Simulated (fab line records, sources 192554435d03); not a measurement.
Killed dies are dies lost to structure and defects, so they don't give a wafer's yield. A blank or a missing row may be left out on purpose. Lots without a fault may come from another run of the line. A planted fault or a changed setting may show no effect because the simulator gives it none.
Chamber matching | flow n5_finfet | N5_BEOL_M5_ILD_DEP_00 on pecvd-03: 3 sister chambers
The step deposits SiCOH lowk from DEMS/porogen, target thk 140.64 nm, time 25.9 s. 16 wafers are shown with their chamber, then 8 later ones without.

WAFERS WITH THEIR CHAMBER
wafer  | chamber | throttle_valve_pct (%) | heater_power_w (W) | showerhead_plenum_p_Torr (Torr)
L078.4 | 0       | 14.4                   | 252                | 5.771
L078.5 | 2       | 13.4                   | 377                | 5.754
L078.6 | 1       | 14.3                   | 275                | 5.740
L080.2 | 2       | 13.2                   | 362                | 5.735
L080.3 | 1       | 14.2                   | 294                | 5.749
L080.6 | 2       | 13.2                   | 362                | 5.755
L083.1 | 2       | 13.5                   | 307                | 5.740
L083.3 | 0       | 14.3                   | 236                | 5.762
L083.4 | 0       | 14.4                   | 251                | 5.745
L087.1 | 1       | 14.7                   | 276                | 5.744
L087.5 | 1       | 14.8                   | 277                | 5.736
L087.6 | 0       | 14.4                   | 241                | 5.756
L088.4 | 0       | 14.4                   | 256                | 5.754
L088.5 | 1       | 14.4                   | 322                | 5.736
L088.6 | 0       | 14.4                   | 262                | 5.751
L089.2 | 0       | 14.1                   | 271                | 5.755

SIGNATURES (means of the wafers above)
reading                  | chamber 0 | chamber 1 | chamber 2 | scatter within a chamber
throttle_valve_pct       | 14.343    | 14.480    | 13.325    | 0.178
heater_power_w           | 252.71    | 288.80    | 352.00    | 20.2
showerhead_plenum_p_Torr | 5.75629   | 5.74100   | 5.74600   | 0.00803
Rule: a wafer's distance from a chamber is the root of the sum, over the readings, of the square of ((its reading less the chamber's mean) divided by the reading's scatter). The wafer belongs to the nearest chamber; if the next one is less than 2 further off, it can't be placed. The scatter: the root of (the sum of the squares of (reading less its chamber's mean) over the shown wafers, divided by (wafers less chambers)).

WAFERS WITHOUT THEIR CHAMBER
wafer  | throttle_valve_pct (%) | heater_power_w (W) | showerhead_plenum_p_Torr (Torr)
L089.5 | 14.3                   | 269                | 5.756
L089.6 | 14.1                   | 298                | 5.750
L090.2 | 14.5                   | 286                | 5.757
L090.3 | 14.5                   | 314                | 5.747
L090.5 | 14.3                   | 317                | 5.739
L094.2 | 14.6                   | 239                | 5.748
L094.3 | 12.5                   | 358                | 5.748
L094.5 | 12.4                   | 351                | 5.744

WHICH CHAMBER EACH WENT THROUGH
wafer  | from the rows above     | in truth
L089.5 | can't be placed: 0 or 1 | 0
L089.6 | can't be placed: 1 or 0 | 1
L090.2 | can't be placed: 0 or 1 | 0
L090.3 | can't be placed: 1 or 0 | 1
L090.5 | 1                       | 1
L094.2 | can't be placed: 0 or 1 | 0
L094.3 | 2                       | 2
L094.5 | 2                       | 2
Placed correctly: 3 of 8. Can't be placed from these rows: 5 (the true chamber is among the candidates in 5). Placed wrongly: 0.
